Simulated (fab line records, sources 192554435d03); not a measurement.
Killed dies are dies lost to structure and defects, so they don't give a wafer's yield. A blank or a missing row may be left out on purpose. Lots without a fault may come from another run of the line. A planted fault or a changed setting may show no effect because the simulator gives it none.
fab line records | flow n5_finfet
record lots=5 wafers=15 last_day=19
route steps=1938 shown BEOL_M1@793
lots that met no fault: from a run of the same line without faults
start_h: hours from the record's first day to the start of the lot's first wafer shown | wait_h: hours since the lot's step before | " the same as in the row above | L1.1+2: a row that stands for several wafers | - no value, or no start given | * or withheld: withheld | < > ~ a bound
route shown NAME@n: a module of which the file shows steps, and the number in the route of the first | usual: mean/standard deviation of fault-free wafers | same: alike in all rows | chamber/n: place in a boat | sites: the reading at each site | _std_site: their standard deviation | _edge_site: outer sites' mean less inner sites' | radius_mm: how far each site lies from the wafer's centre | mask NAME#n: copy n | behind: the tool/chamber that last shaped the wafer | hold: why the lot was held/for how many hours/how that ended | device: the transistor (n, p or np) that didn't switch | end of line: the same wafers' tests at the end of the route | a step without rows: its recipe alone | killed: dies lost to structure and defects at the first sort, not the wafer's yield | map: a wafer's dies, x killed, . not, _ none there
set.NAME: the setting as run; set.NAME@STEP: as run at that earlier step | model.NAME: the simulator's own value behind a step, which no gauge read
lots at some steps of the route; a table a step, a row a wafer
services: from which hour (start_h, from the record's first day; less than 0 if before it) a tool's chamber was out of use, for how many hours, and why
## steps
# step N5_BEOL_M1_ETCHBACK_99
# recipe chemistry=CHF3 target=SiO2 target_depth_a=50 time_s=10.4 source_w=215 bias_w=47 Ar_flow_sccm=200 CHF3_flow_sccm=12 ion_energy_ev=100 pressure_mtorr=30
# usual drypump_motor_current_A=5.5/0.31 oes_f_703_au=0.78/0.065 oes_product_au=0.77/0.069 rf_vpp_V=241.4/2.5 showerhead_plenum_p_Torr=2.15/0.069 throttle_valve_pct=17.02/0.25
# same time_s=10.4
# columns lot.wafer tool chamber start_h wait_h drypump_motor_current_A oes_f_703_au oes_product_au rf_hours_counter_h rf_vpp_V showerhead_plenum_p_Torr throttle_valve_pct
L078.1 rie_diel-03 0 147.00 2.1 5.5 0.76 0.74 189 234.2 2.14 16.96
L078.3 " 2 " " 5.3 0.76 0.74 160 242.6 2.16 17.60
L078.4 " 1 " " 5.2 0.79 0.78 126 238.7 2.00 16.84
L088.3 rie_diel-03 3 209.70 1.9 5.7 0.71 0.70 232 240.4 2.12 17.34
L088.4 " 1 " " 5.2 0.77 0.78 141 237.5 1.99 16.88
L088.6 " 3 " " 5.7 0.70 0.69 - 239.8 2.12 17.33
L092.2 rie_diel-06 1 229.35 2.2 5.9 0.87 0.88 43 241.9 2.19 16.78
L092.4 " 3 " " 5.1 0.70 0.71 227 241.3 2.03 17.09
L092.6 " 2 " " 5.9 0.79 0.78 - 244.4 2.24 16.75
L094.3 rie_diel-01 3 241.57 1.6 5.7 0.74 0.75 148 240.4 2.08 16.86
L094.5 " 2 " " 5.7 0.70 0.70 - 244.6 2.13 17.28
L094.6 " 1 " " 5.6 0.71 0.70 - 241.2 2.21 17.16
L097.1 rie_diel-06 0 258.78 2.0 5.5 0.85 0.85 76 242.1 2.18 16.76
L097.3 " 2 " " 6.0 0.79 0.77 126 242.4 2.24 16.77
L097.5 " 1 " " 6.0 0.86 0.87 - 240.6 2.19 16.81
# step N5_BEOL_M1_ETCH_70
# recipe chemistry=N2/H2 target=SOC target_depth_a=800 overetch_a=160 mask_material=SiARC temp_c=40 time_s=120 ion_energy_ev=200 pressure_mtorr=30 source_w=840 bias_w=150 n2_flow_sccm=200 h2_flow_sccm=200
# usual drypump_motor_current_A=5.5/0.31 oes_product_au=0.59/0.048 rf_vpp_V=523.7/2.4 showerhead_plenum_p_Torr=2.54/0.088 throttle_valve_pct=17.80/0.25
# same time_s=120
# columns lot.wafer tool chamber start_h wait_h drypump_motor_current_A oes_product_au rf_hours_counter_h rf_vpp_V showerhead_plenum_p_Torr throttle_valve_pct
L078.1 rie_diel-03 0 147.04 0.0 5.6 0.56 189 522.9 2.52 17.55
L078.3 " 2 " " 5.3 0.57 160 523.8 2.54 18.31
L078.4 " 1 " " 5.2 0.61 126 519.9 2.34 17.46
L088.3 rie_diel-03 3 209.74 0.0 5.7 0.54 232 523.0 2.51 18.17
L088.4 " 1 " " 5.2 0.59 141 518.8 2.33 17.47
L088.6 " 3 " " 5.7 0.54 - 523.3 2.51 18.16
L092.2 rie_diel-06 1 229.39 0.0 6.0 0.66 43 524.7 2.59 17.62
L092.4 " 3 " " 5.1 0.55 227 519.6 2.41 17.94
L092.6 " 2 " " 6.0 0.59 - 526.6 2.67 17.75
L094.3 rie_diel-01 3 241.60 0.0 5.7 0.57 148 521.7 2.45 17.68
L094.5 " 2 " " 5.7 0.54 - 524.2 2.51 18.05
L094.6 " 1 " " 5.6 0.54 - 525.1 2.62 17.96
L097.1 rie_diel-06 0 258.82 0.0 5.5 0.65 76 526.7 2.57 17.49
L097.3 " 2 " " 5.9 0.59 126 525.7 2.67 17.75
L097.5 " 1 " " 6.0 0.65 - 524.6 2.58 17.63
# step N5_BEOL_M1_STRIP_71
# recipe chemistry=N2/H2 temp_c=40 n2_flow_sccm=200 h2_flow_sccm=200 rf_frequency_hz=6e+07
# columns lot.wafer tool chamber start_h wait_h
L078.1+3+4 rie_diel-03 0,2,1 147.12 0.0
L088.3+4+6 rie_diel-03 3,1,3 209.82 0.0
L092.2+4+6 rie_diel-06 1,3,2 229.47 0.0
L094.3+5+6 rie_diel-01 3,2,1 241.68 0.0
L097.1+3+5 rie_diel-06 0,2,1 258.90 0.0
# step N5_BEOL_M1_STRIP_78
# recipe chemistry=N2/H2 temp_c=40 n2_flow_sccm=200 h2_flow_sccm=200 rf_frequency_hz=6e+07
# columns lot.wafer tool chamber start_h wait_h
L078.1+3+4 rie_diel-03 0,2,1 147.13 0.0
L088.3+4+6 rie_diel-03 3,1,3 209.83 0.0
L092.2+4+6 rie_diel-06 1,3,2 229.48 0.0
L094.3+5+6 rie_diel-01 3,2,1 241.69 0.0
L097.1+3+5 rie_diel-06 0,2,1 258.91 0.0
# step N5_BEOL_M1_VIA_ETCH_34
# recipe chemistry=C4F6/O2 target_depth_a=678 mask_material=SOC pressure_mtorr=15 ion_energy_ev=250 taper_deg=4 time_s=64.4 source_w=350 bias_w=170 Ar_flow_sccm=300 C4F6_flow_sccm=10 O2_flow_sccm=10
# usual drypump_motor_current_A=5.5/0.31 oes_f_703_au=0.78/0.065 oes_product_au=0.78/0.069 rf_vpp_V=668/6.4 showerhead_plenum_p_Torr=2.84/0.089 throttle_valve_pct=30.67/0.27
# same time_s=64.4
# columns lot.wafer tool chamber start_h wait_h drypump_motor_current_A oes_f_703_au oes_product_au rf_hours_counter_h rf_vpp_V showerhead_plenum_p_Torr throttle_valve_pct
L078.1 rie_diel-03 0 147.14 0.0 5.6 0.75 0.73 189 650 2.83 30.47
L078.3 " 2 " " 5.3 0.74 0.75 160 673 2.85 31.37
L078.4 " 1 " " 5.2 0.78 0.80 126 661 2.64 30.53
L088.3 rie_diel-03 3 209.84 0.0 5.7 0.70 0.70 232 667 2.80 30.95
L088.4 " 1 " " 5.3 0.76 0.77 141 660 2.64 30.54
L088.6 " 3 " " 5.7 0.71 0.70 - 666 2.80 30.96
L092.2 rie_diel-06 1 229.49 0.0 6.0 0.87 0.88 43 667 2.89 30.56
L092.4 " 3 " " 5.1 0.71 0.71 227 668 2.69 30.70
L092.6 " 2 " " 5.9 0.80 0.78 - 674 2.96 30.38
L094.3 rie_diel-01 3 241.70 0.0 5.7 0.75 0.75 148 662 2.75 30.55
L094.5 " 2 " " 5.7 0.69 0.70 - 672 2.81 30.92
L094.6 " 1 " " 5.6 0.72 0.70 - 667 2.91 30.61
L097.1 rie_diel-06 0 258.92 0.0 5.5 0.85 0.85 76 674 2.87 30.38
L097.3 " 2 " " 5.9 0.78 0.77 126 674 2.96 30.40
L097.5 " 1 " " 6.0 0.86 0.87 - 666 2.89 30.59
# step N5_BEOL_M1_STRIP_83
# recipe chemistry=C4F6/O2 resist=SiARC rf_frequency_hz=6e+07
# columns lot.wafer tool chamber start_h wait_h
L078.1+3+4 rie_diel-03 0,2,1 147.19 0.0
L088.3+4+6 rie_diel-03 3,1,3 209.89 0.0
L092.2+4+6 rie_diel-06 1,3,2 229.54 0.0
L094.3+5+6 rie_diel-01 3,2,1 241.75 0.0
L097.1+3+5 rie_diel-06 0,2,1 258.97 0.0
# step N5_BEOL_M1_STRIP_36
# recipe chemistry=N2/H2 power_w=450 temp_c=40 pressure_mtorr=20 rf_frequency_hz=6e+07 overash_fraction=0.3 bias_power_w=7 h2_frac=0.5 n2_flow_sccm=200 h2_flow_sccm=200
# usual drypump_motor_current_A=5.6/0.31 oes_product_au=0.77/0.07 power_w=450.0/1.5 rf_vpp_V=59.2/1.3 showerhead_plenum_p_Torr=2.54/0.089 throttle_valve_pct=23.65/0.28
# columns lot.wafer tool chamber start_h wait_h drypump_motor_current_A oes_product_au power_w rf_hours_counter_h rf_vpp_V showerhead_plenum_p_Torr throttle_valve_pct
L078.1 rie_diel-03 0 147.20 0.0 5.5 0.72 454.2 189 58.9 2.52 23.14
L078.3 " 2 " " 5.3 0.73 447.1 160 59.7 2.53 24.16
L078.4 " 1 " " 5.2 0.77 448.6 126 59.8 2.34 23.15
L088.3 rie_diel-03 3 209.90 0.0 5.7 0.69 449.4 232 58.6 2.51 24.01
L088.4 " 1 " " 5.2 0.77 448.9 141 59.4 2.33 23.21
L088.6 " 3 " " 5.7 0.70 449.1 - 59.4 2.51 23.98
L092.2 rie_diel-06 1 229.55 0.0 6.0 0.89 449.7 43 56.1 2.58 23.55
L092.4 " 3 " " 5.0 0.71 451.2 227 57.6 2.40 23.81
L092.6 " 2 " " 6.0 0.79 450.5 - 58.3 2.67 23.74
L094.3 rie_diel-01 3 241.76 0.0 5.7 0.74 449.2 148 61.1 2.45 23.62
L094.5 " 2 " " 5.7 0.70 450.7 - 60.3 2.51 23.83
L094.6 " 1 " " 5.6 0.71 449.4 - 57.8 2.62 23.74
L097.1 rie_diel-06 0 258.98 0.0 5.4 0.85 451.1 76 58.0 2.57 23.28
L097.3 " 2 " " 5.9 0.77 451.3 126 59.8 2.66 23.77
L097.5 " 1 " " 6.0 0.87 448.4 - 59.4 2.58 23.60
# step N5_BEOL_M1_TRENCH_ETCH_37
# recipe chemistry=C4F6/O2 target_depth_a=552.07 target=SiOC time_s=29 ion_energy_ev=250 pressure_mtorr=30 source_w=355 bias_w=185 Ar_flow_sccm=300 C4F6_flow_sccm=10 O2_flow_sccm=10
# usual drypump_motor_current_A=5.5/0.31 oes_f_703_au=0.78/0.065 oes_product_au=0.77/0.068 rf_vpp_V=668/6.5 showerhead_plenum_p_Torr=2.84/0.088 throttle_valve_pct=20.79/0.25
# same time_s=29
# columns lot.wafer tool chamber start_h wait_h drypump_motor_current_A oes_f_703_au oes_product_au rf_hours_counter_h rf_vpp_V showerhead_plenum_p_Torr throttle_valve_pct
L078.1 rie_diel-03 0 - - 5.6 0.76 0.73 189 651 2.83 20.67
L078.3 " 2 " " 5.3 0.75 0.75 161 671 2.85 21.41
L078.4 " 1 " " 5.2 0.78 0.79 126 659 2.65 20.62
L088.3 rie_diel-03 3 - - 5.7 0.70 0.70 233 669 2.80 21.09
L088.4 " 1 " " 5.2 0.77 0.77 141 658 2.64 20.64
L088.6 " 3 " " 5.7 0.70 0.70 - 667 2.80 21.12
L092.2 rie_diel-06 1 - - 6.0 0.87 0.87 43 667 2.90 20.60
L092.4 " 3 " " 5.1 0.71 0.71 227 667 2.69 20.85
L092.6 " 2 " " 6.0 0.79 0.77 - 675 2.96 20.54
L094.3 rie_diel-01 3 - - 5.7 0.75 0.75 148 662 2.76 20.65
L094.5 " 2 " " 5.7 0.69 0.70 - 672 2.81 21.06
L094.6 " 1 " " 5.6 0.72 0.70 - 665 2.91 20.89
L097.1 rie_diel-06 0 - - 5.5 0.85 0.85 76 674 2.88 20.56
L097.3 " 2 " " 5.9 0.78 0.78 126 676 2.96 20.54
L097.5 " 1 " " 6.0 0.86 0.87 - 666 2.89 20.61
# step N5_BEOL_M1_ETCH_41
# recipe chemistry=CH3F/O2 target=SiCN target_depth_a=319 taper_deg=2 time_s=57.8 ion_energy_ev=120 mask_material=TiN pressure_mtorr=30 source_w=395 bias_w=75 Ar_flow_sccm=150 CH3F_flow_sccm=30 O2_flow_sccm=20
# usual drypump_motor_current_A=5.5/0.31 oes_product_au=0.77/0.069 rf_vpp_V=297.2/1.6 showerhead_plenum_p_Torr=2.00/0.065 throttle_valve_pct=16.27/0.25
# same time_s=57.8
# columns lot.wafer tool chamber start_h wait_h drypump_motor_current_A oes_product_au rf_hours_counter_h rf_vpp_V showerhead_plenum_p_Torr throttle_valve_pct
L078.1 rie_diel-03 0 - - 5.5 0.74 189 297.0 1.99 16.22
L078.3 " 2 " " 5.3 0.74 161 297.1 2.00 16.81
L078.4 " 1 " " 5.2 0.78 126 295.2 1.85 16.11
L088.3 rie_diel-03 3 - - 5.7 0.68 233 297.2 1.97 16.61
L088.4 " 1 " " 5.2 0.77 141 292.6 1.85 16.13
L088.6 " 3 " " 5.7 0.69 - 297.0 1.97 16.61
L092.2 rie_diel-06 1 - - 6.0 0.88 43 299.9 2.04 16.01
L092.4 " 3 " " 5.1 0.71 227 294.1 1.89 16.37
L092.6 " 2 " " 6.0 0.79 - 299.8 2.09 16.00
L094.3 rie_diel-01 3 - - 5.6 0.75 148 295.0 1.93 16.10
L094.5 " 2 " " 5.7 0.70 - 296.9 1.98 16.54
L094.6 " 1 " " 5.6 0.71 - 298.3 2.05 16.43
L097.1 rie_diel-06 0 - - 5.5 0.85 76 297.6 2.02 16.01
L097.3 " 2 " " 5.9 0.77 126 300.2 2.08 16.05
L097.5 " 1 " " 6.0 0.86 - 298.1 2.03 16.03
# step N5_BEOL_M1_STRIP_97
# recipe chemistry=N2/H2 time_s=10 power_w=450 temp_c=40 pressure_mtorr=20 rf_frequency_hz=6e+07 bias_power_w=7 n2_flow_sccm=200 h2_flow_sccm=200
# usual drypump_motor_current_A=5.5/0.31 oes_product_au=0.78/0.07 rf_vpp_V=59.1/0.87 showerhead_plenum_p_Torr=2.54/0.089 throttle_valve_pct=23.65/0.28
# same time_s=10
# columns lot.wafer tool chamber start_h wait_h drypump_motor_current_A oes_product_au rf_hours_counter_h rf_vpp_V showerhead_plenum_p_Torr throttle_valve_pct
L078.1 rie_diel-03 0 - - 5.6 0.73 189 59.2 2.51 23.13
L078.3 " 2 " " 5.3 0.74 161 58.0 2.53 24.15
L078.4 " 1 " " 5.2 0.78 126 57.2 2.34 23.15
L088.3 rie_diel-03 3 - - 5.7 0.69 233 58.1 2.51 24.00
L088.4 " 1 " " 5.2 0.78 141 58.5 2.33 23.19
L088.6 " 3 " " 5.7 0.70 - 57.8 2.51 24.00
L092.2 rie_diel-06 1 - - 6.0 0.89 43 58.9 2.58 23.58
L092.4 " 3 " " 5.1 0.71 227 57.2 2.40 23.81
L092.6 " 2 " " 5.9 0.78 - 58.7 2.67 23.76
L094.3 rie_diel-01 3 - - 5.7 0.75 148 59.4 2.45 23.61
L094.5 " 2 " " 5.7 0.72 - 57.6 2.51 23.88
L094.6 " 1 " " 5.6 0.70 - 58.7 2.62 23.72
L097.1 rie_diel-06 0 - - 5.4 0.85 76 59.5 2.57 23.27
L097.3 " 2 " " 5.9 0.77 126 59.0 2.67 23.76
L097.5 " 1 " " 6.0 0.86 - 59.2 2.58 23.59
# step N5_BEOL_M1_OCD_MEAS_38
# usual trench_depth_nm=55.2/0.82
# columns lot.wafer tool chamber start_h wait_h trench_depth_nm
L078.1 ocd-01 - 147.39 - 53.9
L078.3 " - " " 54.3
L078.4 " - " " 54.9
L088.3 ocd-01 - 210.11 - 54.9
L088.4 " - " " 55.2
L088.6 " - " " 54.8
L092.2 ocd-01 - 229.75 - 56.2
L092.4 " - " " 54.6
L092.6 " - " " 54.9
L094.3 ocd-02 - 241.96 - 55.7
L094.5 " - " " 55.0
L094.6 " - " " 55.3
L097.1 ocd-01 - 259.17 - 56.8
L097.3 " - " " 55.5
L097.5 " - " " 57.2
# step N5_BEOL_M1_HM_STRIP_39
# recipe chemistry=peroxide_tin_strip material=TiN target_depth_a=250 temp_c=50 time_s=158
# same time_s=158
# columns lot.wafer tool chamber start_h wait_h
L078.1+3+4 wet_bench-03 1,3,2 147.43 0.0
L088.3+4+6 wet_bench-04 6,1,2 210.14 0.0
L092.2+4+6 wet_bench-04 0,7,4 229.78 0.0
L094.3+5+6 wet_bench-04 2,5,1 241.99 0.0
L097.1+3+5 wet_bench-02 6,1,2 259.21 0.0
# step N5_BEOL_M1_SRD_40
# recipe time_s=30 temp_c=23 rinse_liquid=diw dry=ipa_marangoni
# same time_s=30
# columns lot.wafer tool chamber start_h wait_h
L078.1+3+4 wet_bench-03 1,3,2 147.48 0.0
L088.3+4+6 wet_bench-04 6,1,2 210.18 0.0
L092.2+4+6 wet_bench-04 0,7,4 229.83 0.0
L094.3+5+6 wet_bench-04 2,5,1 242.04 0.0
L097.1+3+5 wet_bench-02 6,1,2 259.25 0.0
# step N5_BEOL_M1_PRECLEAN_42
# recipe chemistry=residue_remover time_s=60 temp_c=40
# same time_s=60
# columns lot.wafer tool chamber start_h wait_h
L078.1+3+4 wet_bench-03 1,3,2 147.49 0.0
L088.3+4+6 wet_bench-04 6,1,2 210.20 0.0
L092.2+4+6 wet_bench-04 0,7,4 229.84 0.0
L094.3+5+6 wet_bench-04 2,5,1 242.06 0.0
L097.1+3+5 wet_bench-02 6,1,2 259.27 0.0
# step N5_BEOL_M1_SRD_43
# recipe time_s=30 temp_c=23 rinse_liquid=diw dry=ipa_marangoni
# same time_s=30
# columns lot.wafer tool chamber start_h wait_h
L078.1+3+4 wet_bench-03 1,3,2 147.51 0.0
L088.3+4+6 wet_bench-04 6,1,2 210.22 0.0
L092.2+4+6 wet_bench-04 0,7,4 229.86 0.0
L094.3+5+6 wet_bench-04 2,5,1 242.07 0.0
L097.1+3+5 wet_bench-02 6,1,2 259.29 0.0
# step N5_BEOL_M1_CD_MEAS_35
# recipe target_cd_nm=18 target_cd_y_nm=21 polarity=opening
# usual cd_nm=17.98/0.3
# columns lot.wafer tool chamber start_h wait_h cd_nm
L078.1 cd_sem-01 - 147.55 0.0 17.82
L078.3 " - " " 17.65
L078.4 " - " " 17.62
L088.3 cd_sem-02 - 210.26 0.0 17.54
L088.4 " - " " 17.65
L088.6 " - " " 17.78
L092.2 cd_sem-03 - 229.90 0.0 17.98
L092.4 " - " " 17.85
L092.6 " - " " 17.91
L094.3 cd_sem-03 - 242.12 0.0 18.58
L094.5 " - " " 17.78
L094.6 " - " " 18.03
L097.1 cd_sem-03 - 259.32 0.0 18.42
L097.3 " - " " 18.19
L097.5 " - " " 17.95
# step N5_BEOL_M1_DEGAS_44
# recipe ambient=vacuum temp_c=250 time_s=60
# usual heater_power_w=332/33
# same time_s=60
# columns lot.wafer tool chamber start_h wait_h heater_power_w
L078.1 pvd_sputter-02 - 147.59 0.0 326
L078.3 " - " " 362
L078.4 " - " " 393
L088.3 pvd_sputter-01 - 211.05 0.8 286
L088.4 " - " " 367
L088.6 " - " " 308
L092.2 pvd_sputter-01 - 229.94 0.0 326
L092.4 " - " " 318
L092.6 " - " " 311
L094.3 pvd_sputter-02 - 242.29 0.2 364
L094.5 " - " " 358
L094.6 " - " " 318
L097.1 pvd_sputter-02 - 259.37 0.0 395
L097.3 " - " " 361
L097.5 " - " " 366
# step N5_BEOL_M1_PRE_CLEAN_45
# recipe gas=H2/He time_s=30 temp_c=250
# usual heater_power_w=332/34
# same time_s=30
# columns lot.wafer tool chamber start_h wait_h heater_power_w
L078.1 pvd_sputter-02 - 147.63 0.0 320
L078.3 " - " " 358
L078.4 " - " " 399
L088.3 pvd_sputter-01 - 211.09 0.0 291
L088.4 " - " " 365
L088.6 " - " " 313
L092.2 pvd_sputter-01 - 229.98 0.0 321
L092.4 " - " " 326
L092.6 " - " " 308
L094.3 pvd_sputter-02 - 242.33 0.0 364
L094.5 " - " " 356
L094.6 " - " " 321
L097.1 pvd_sputter-02 - 259.41 0.0 397
L097.3 " - " " 356
L097.5 " - " " 358
# step N5_BEOL_M1_ALD_84
# recipe material=TaN target_thk_a=* temp_c=275 ald_precursor_family=PDMAT ald_co_reactant=NH3 pressure_torr=3 carrier_flow_sccm=1500 pulse_time_s=2 purge_time_s=3 co_reactant_purge_time_s=2 co_reactant_pulse_time_s=3 ald_cycles=30 precursor_vessel_temp_c=75 precursor_vessel_pressure_torr=26.25 precursor_vessel_carrier_sccm=1000
# usual heater_power_outer_w=234/20 heater_power_w=429/44 mfc_carrier_sccm=1500/4.4 precursor_vessel_carrier_sccm=1000.0/2.9 precursor_vessel_temp_c=74.99/0.13
# same purge_time_s=3
# columns lot.wafer tool chamber start_h wait_h heater_power_outer_w heater_power_w mfc_carrier_sccm precursor_vessel_carrier_sccm precursor_vessel_temp_c
L078.1 ald_metal-04 2 147.74 0.1 238 446 1494 1000.1 74.98
L078.3 " 3 " " 237 432 1498 999.5 75.08
L078.4 " 3 " " 247 423 1499 998.7 74.86
L088.3 ald_metal-01 2 211.15 0.0 260 474 1501 1001.6 74.92
L088.4 " 3 " " 200 338 1504 1002.5 74.93
L088.6 " 0 " " 179 335 1505 1002.7 74.88
L092.2 ald_metal-02 3 230.27 0.3 235 435 1493 1000.5 75.27
L092.4 " 2 " " 232 436 1492 999.6 74.86
L092.6 " 3 " " 237 420 1492 998.2 74.91
L094.3 ald_metal-04 1 242.39 0.0 252 452 1499 1000.8 75.07
L094.5 " 0 " " 239 464 1503 1000.0 74.97
L094.6 " 1 " " 255 450 1496 999.8 74.98
L097.1 ald_metal-01 2 259.70 0.3 257 468 1502 1001.7 75.02
L097.3 " 0 " " 178 333 1501 999.5 75.04
L097.5 " 2 " " 256 472 1492 1004.2 75.06
# step N5_BEOL_M1_SURFACE_TREAT_85
# recipe gas=Ar time_s=* ion_energy_ev=* ion_current_ma_cm2=0.5 pressure_mtorr=* ar_flow_sccm=30
# usual throttle_valve_pct=*
# same time_s=*
# columns lot.wafer tool chamber start_h wait_h throttle_valve_pct
L078.1 pvd_sputter-01 - 148.17 0.3 *
L078.3 " - " " *
L078.4 " - " " *
L088.3 pvd_sputter-02 - 211.38 0.1 *
L088.4 " - " " *
L088.6 " - " " *
L092.2 pvd_sputter-03 - 230.52 0.1 *
L092.4 " - " " *
L092.6 " - " " *
L094.3 pvd_sputter-03 - 242.64 0.1 *
L094.5 " - " " *
L094.6 " - " " *
L097.1 pvd_sputter-02 - 261.45 1.7 *
L097.3 " - " " *
L097.5 " - " " *
# step N5_BEOL_M1_CVD_47
# recipe material=Co target_thk_a=30 temp_c=withheld precursor=CCTBA/H2 pressure_torr=30 time_s=223.8
# same time_s=223.8
# columns lot.wafer tool chamber start_h wait_h
L078.1+3+4 cvd_co-02 1,0,1 148.33 0.1
L088.3+4+6 cvd_co-02 2,0,2 211.44 0.0
L092.2+4+6 cvd_co-01 2,2,0 230.81 0.3
L094.3+5+6 cvd_co-01 2,1,0 242.70 0.0
L097.1+3+5 cvd_co-01 0,1,2 261.51 0.0
# step N5_BEOL_M1_SPUTTER_48
# recipe material=Cu target_thk_a=45 temp_c=-20 chamber_pressure_pa=0.07 power_w=withheld time_s=8.29
# usual throttle_valve_pct=30.0/1.1
# same time_s=8.29
# columns lot.wafer tool chamber start_h wait_h throttle_valve_pct
L078.1 pvd_sputter-03 - 148.68 0.3 30.5
L078.3 " - " " 30.5
L078.4 " - " " 30.8
L088.3 pvd_sputter-02 - 211.69 0.2 29.1
L088.4 " - " " 29.0
L088.6 " - " " 31.3
L092.2 pvd_sputter-02 - 232.27 1.4 31.6
L092.4 " - " " 29.1
L092.6 " - " " 28.9
L094.3 pvd_sputter-02 - 242.91 0.1 31.5
L094.5 " - " " 29.3
L094.6 " - " " 31.6
L097.1 pvd_sputter-02 - 261.67 0.1 31.4
L097.3 " - " " 29.1
L097.5 " - " " 31.3
# step N5_BEOL_M1_ANNEAL_49
# recipe temp_c=400 time_s=240 ambient=vacuum
# usual heater_power_w=816/78
# same time_s=240
# columns lot.wafer tool chamber start_h wait_h heater_power_w
L078.1 pvd_sputter-03 - 148.76 0.0 753
L078.3 " - " " 754
L078.4 " - " " 801
L088.3 pvd_sputter-02 - 211.77 0.0 917
L088.4 " - " " 743
L088.6 " - " " 957
L092.2 pvd_sputter-02 - 232.35 0.0 813
L092.4 " - " " 737
L092.6 " - " " 907
L094.3 pvd_sputter-02 - 242.99 0.0 798
L094.5 " - " " 732
L094.6 " - " " 979
L097.1 pvd_sputter-02 - 261.75 0.0 998
L097.3 " - " " 725
L097.5 " - " " 797
# step N5_BEOL_M1_SPUTTER_79
# recipe material=Cu target_thk_a=45 temp_c=-20 chamber_pressure_pa=0.07 power_w=withheld time_s=8.29
# usual throttle_valve_pct=30.1/1.1
# same time_s=8.29
# columns lot.wafer tool chamber start_h wait_h throttle_valve_pct
L078.1 pvd_sputter-03 - 148.90 0.1 30.0
L078.3 " - " " 30.8
L078.4 " - " " 31.1
L088.3 pvd_sputter-02 - 211.91 0.1 29.1
L088.4 " - " " 29.6
L088.6 " - " " 31.5
L092.2 pvd_sputter-02 - 232.49 0.1 31.3
L092.4 " - " " 29.1
L092.6 " - " " 29.3
L094.3 pvd_sputter-02 - 243.13 0.1 31.7
L094.5 " - " " 29.3
L094.6 " - " " 31.8
L097.1 pvd_sputter-02 - 261.89 0.1 31.6
L097.3 " - " " 29.2
L097.5 " - " " 31.4
# step N5_BEOL_M1_ANNEAL_80
# recipe temp_c=400 time_s=240 ambient=vacuum
# usual heater_power_w=815/78
# same time_s=240
# columns lot.wafer tool chamber start_h wait_h heater_power_w
L078.1 pvd_sputter-03 - 148.98 0.0 756
L078.3 " - " " 731
L078.4 " - " " 836
L088.3 pvd_sputter-02 - 211.99 0.0 891
L088.4 " - " " 732
L088.6 " - " " 986
L092.2 pvd_sputter-02 - 232.57 0.0 795
L092.4 " - " " 738
L092.6 " - " " 911
L094.3 pvd_sputter-02 - 243.21 0.0 792
L094.5 " - " " 749
L094.6 " - " " 990
L097.1 pvd_sputter-02 - 261.97 0.0 994
L097.3 " - " " 745
L097.5 " - " " 800
# step N5_BEOL_M1_SPUTTER_81
# recipe material=Cu target_thk_a=45 temp_c=-20 chamber_pressure_pa=0.07 power_w=withheld time_s=8.29
# usual throttle_valve_pct=30.1/1.1
# same time_s=8.29
# columns lot.wafer tool chamber start_h wait_h throttle_valve_pct
L078.1 pvd_sputter-03 - 149.12 0.1 30.4
L078.3 " - " " 30.8
L078.4 " - " " 30.9
L088.3 pvd_sputter-02 - 212.13 0.1 29.2
L088.4 " - " " 29.1
L088.6 " - " " 31.4
L092.2 pvd_sputter-02 - 232.71 0.1 31.4
L092.4 " - " " 29.4
L092.6 " - " " 29.0
L094.3 pvd_sputter-02 - 243.35 0.1 31.8
L094.5 " - " " 29.2
L094.6 " - " " 31.6
L097.1 pvd_sputter-02 - 262.11 0.1 31.6
L097.3 " - " " 29.5
L097.5 " - " " 31.6
# step N5_BEOL_M1_ANNEAL_82
# recipe temp_c=400 time_s=240 ambient=vacuum
# usual heater_power_w=815/76
# same time_s=240
# columns lot.wafer tool chamber start_h wait_h heater_power_w
L078.1 pvd_sputter-03 - 149.20 0.0 747
L078.3 " - " " 756
L078.4 " - " " 830
L088.3 pvd_sputter-02 - 212.21 0.0 893
L088.4 " - " " 725
L088.6 " - " " 984
L092.2 pvd_sputter-02 - 232.79 0.0 798
L092.4 " - " " 732
L092.6 " - " " 910
L094.3 pvd_sputter-02 - 243.43 0.0 801
L094.5 " - " " 744
L094.6 " - " " 975
L097.1 pvd_sputter-02 - 262.19 0.0 994
L097.3 " - " " 733
L097.5 " - " " 812
# step N5_BEOL_M1_SPUTTER_86
# recipe material=Cu target_thk_a=45 temp_c=-20 chamber_pressure_pa=0.07 power_w=withheld time_s=8.29
# usual throttle_valve_pct=30.1/1.1
# same time_s=8.29
# columns lot.wafer tool chamber start_h wait_h throttle_valve_pct
L078.1 pvd_sputter-03 - 149.34 0.1 30.1
L078.3 " - " " 30.8
L078.4 " - " " 31.0
L088.3 pvd_sputter-02 - 212.35 0.1 29.1
L088.4 " - " " 29.1
L088.6 " - " " 31.4
L092.2 pvd_sputter-02 - 232.93 0.1 31.6
L092.4 " - " " 29.3
L092.6 " - " " 28.9
L094.3 pvd_sputter-02 - 243.57 0.1 31.4
L094.5 " - " " 29.5
L094.6 " - " " 32.0
L097.1 pvd_sputter-02 - 262.33 0.1 31.6
L097.3 " - " " 29.2
L097.5 " - " " 31.8
# step N5_BEOL_M1_ANNEAL_87
# recipe temp_c=400 time_s=240 ambient=vacuum
# usual heater_power_w=817/77
# same time_s=240
# columns lot.wafer tool chamber start_h wait_h heater_power_w
L078.1 pvd_sputter-03 - 149.42 0.0 760
L078.3 " - " " 748
L078.4 " - " " 798
L088.3 pvd_sputter-02 - 212.43 0.0 899
L088.4 " - " " 736
L088.6 " - " " 961
L092.2 pvd_sputter-02 - 233.01 0.0 822
L092.4 " - " " 724
L092.6 " - " " 904
L094.3 pvd_sputter-02 - 243.65 0.0 816
L094.5 " - " " 754
L094.6 " - " " 978
L097.1 pvd_sputter-02 - 262.41 0.0 957
L097.3 " - " " 741
L097.5 " - " " 802
## services
# columns tool chamber start_h hours kind
rie_diel-03 0 125.87 9.6 repair
cvd_co-01 0 131.32 4.0 repair
ald_metal-01 - 131.81 8.7 pm
cvd_co-02 - 131.90 0.2 repair
ald_metal-04 2 135.23 2.3 repair
rie_diel-01 0 135.30 1.6 repair
ald_metal-04 0 142.61 23.8 repair
rie_diel-06 2 146.56 6.0 repair
rie_diel-03 2 152.31 9.3 repair
rie_diel-03 1 174.66 6.3 repair
ald_metal-04 - 182.90 2.8 pm
pvd_sputter-03 - 186.76 4.3 repair
cvd_co-02 - 191.85 0.4 repair
rie_diel-01 0 210.39 10.2 repair
cvd_co-01 - 214.39 6.0 pm
ald_metal-01 - 221.14 25.1 repair
cvd_co-01 - 221.28 1.4 repair
rie_diel-03 2 241.27 5.7 repair
rie_diel-03 3 244.60 9.1 repair
ald_metal-04 - 258.43 1.5 repair
## key
fault none
